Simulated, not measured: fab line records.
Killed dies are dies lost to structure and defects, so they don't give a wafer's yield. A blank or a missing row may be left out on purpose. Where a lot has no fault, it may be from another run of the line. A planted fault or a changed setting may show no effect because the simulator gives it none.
The tool behind it: which one? ; flow nandHarc ; 24 lots with 72 wafers sampled at 2 steps, on a route of 1159 steps

== WHAT EACH GAUGE READ, for each wafer ==
NHARC_A_SLIT_CD_MEAS_09: the cd target is 300 nm. Usual: cdNm 299.8 nm, standard deviation 0.51.
lot;measured;on;cdNm (nm);flag
L078;day 14 16:46;cdSem-02;300.9 299.6 300.6;
L076;day 14 16:58;cdSem-01;298.5 300.5 299.4;
L075;day 14 17:31;cdSem-02;299.4 299.9 299.8;
L079;day 14 22:31;cdSem-03;300.1 299.6 299.9;
L074;day 14 22:49;cdSem-01;299.9 300.8 299.7;
L077;day 14 23:53;cdSem-01;299.5 299.6 299.3;
L080;day 15 17:55;cdSem-01;299.0 299.8 299.2;
L083;day 16 09:25;cdSem-03;300.5 300.4 300.8;
L082;day 16 10:31;cdSem-03;300.2 299.6 299.1;
L084;day 16 21:46;cdSem-03;301.1 300.2 300.1;
L081;day 16 22:32;cdSem-01;299.8 298.6 299.2;
L089;day 17 08:16;cdSem-02;299.4 299.3 299.2;
L085;day 17 09:20;cdSem-01;300.0 300.2 300.3;
L086;day 17 16:08;cdSem-03;299.5 300.6 300.8;
L087;day 17 16:23;cdSem-01;299.3 299.4 300.0;
L090;day 18 06:11;cdSem-01;299.2 299.4 299.5;
L088;day 18 08:22;cdSem-03;299.7 299.6 299.5;
L092;day 18 14:58;cdSem-02;299.8 299.5 299.5;
L091;day 18 15:25;cdSem-02;299.6 299.6 299.4;
L094;day 19 04:32;cdSem-03;300.2 300.0 300.8;
L093;day 19 04:43;cdSem-01;299.4 299.7 299.5;
L097;day 19 14:13;cdSem-02;300.7 299.8 299.5;
L095;day 19 14:38;cdSem-03;299.4 299.1 299.7;
L096;day 19 15:44;cdSem-01;299.6 299.5 299.3;

NHARC_A_SLIT_CD_MEAS_21. Usual: cdNm 289.3 nm, standard deviation 1.2.
lot;measured;on;cdNm (nm);flag
L078;day 14 21:55;cdSem-01;290.9 291.3 290.1;
L076;day 14 22:07;cdSem-03;287.6 286.9 285.9;
L075;day 14 23:36;cdSem-02;291.5 291.5 291.5;
L079;day 15 02:07;cdSem-02;290.1 290.9 290.3;
L074;day 15 02:23;cdSem-02;289.8 289.2 289.5;
L077;day 15 03:49;cdSem-03;287.6 289.3 290.3;
L080;day 15 21:31;cdSem-02;290.1 289.4 289.2;
L083;day 16 13:02;cdSem-01;289.5 289.7 290.1;
L082;day 16 14:11;cdSem-01;287.5 286.8 287.8;
L084;day 17 01:22;cdSem-01;288.6 289.6 289.0;
L081;day 17 02:21;cdSem-03;289.9 289.7 290.1;
L089;day 17 11:53;cdSem-02;288.2 288.3 287.9;
L085;day 17 13:34;cdSem-02;289.5 290.2 289.5;
L086;day 17 21:24;cdSem-01;289.1 288.8 290.1;
L087;day 17 23:05;cdSem-01;289.6 289.8 289.1;
L090;day 18 09:46;cdSem-01;289.8 288.8 288.7;
L088;day 18 12:03;cdSem-02;288.6 288.7 288.9;
L092;day 18 18:34;cdSem-02;291.6 290.6 290.1;
L091;day 18 19:15;cdSem-03;288.5 287.5 288.6;
L094;day 19 08:07;cdSem-01;290.0 289.0 288.8;
L093;day 19 08:19;cdSem-02;290.1 289.0 288.8;
L097;day 19 21:08;cdSem-01;288.3 288.7 288.7;
L095;day 19 22:48;cdSem-02;290.4 292.1 290.6;
L096;day 20 00:22;cdSem-01;290.0 289.8 290.8;

== WHAT TOOL EACH LOT RAN ON (gives the tool, then ch and the chambers of the sampled wafers, and finally the start) ==
Record: no process step prior to these readings.

== WHAT THE TOOLS THEMSELVES READ (means of the sampled wafers that have a number; where no wafer has one, the mark that the record gives instead) ==
The record holds no such reading with a usual standard deviation.

== THE ANSWER, worked out from the rows above alone ==
Rule: a lot is off if the mean of its wafers that have a number lies more than 3 standard deviations from the usual mean. Also off: a lot with no number at a reading for which 4 or more lots have one. The other lots that the step has rows for count as sound. Order of review: gauges by route order, followed by the tools' own readings, for which a lot's mean as printed above is used. The first step at which some lot is off is used, and at that step the reading that is off furthest; a lot without a number counts as furthest.
Across all readings shown, no lot is off: no conclusion can be drawn from this.

== WHAT THE SIMULATOR PUT IN ==
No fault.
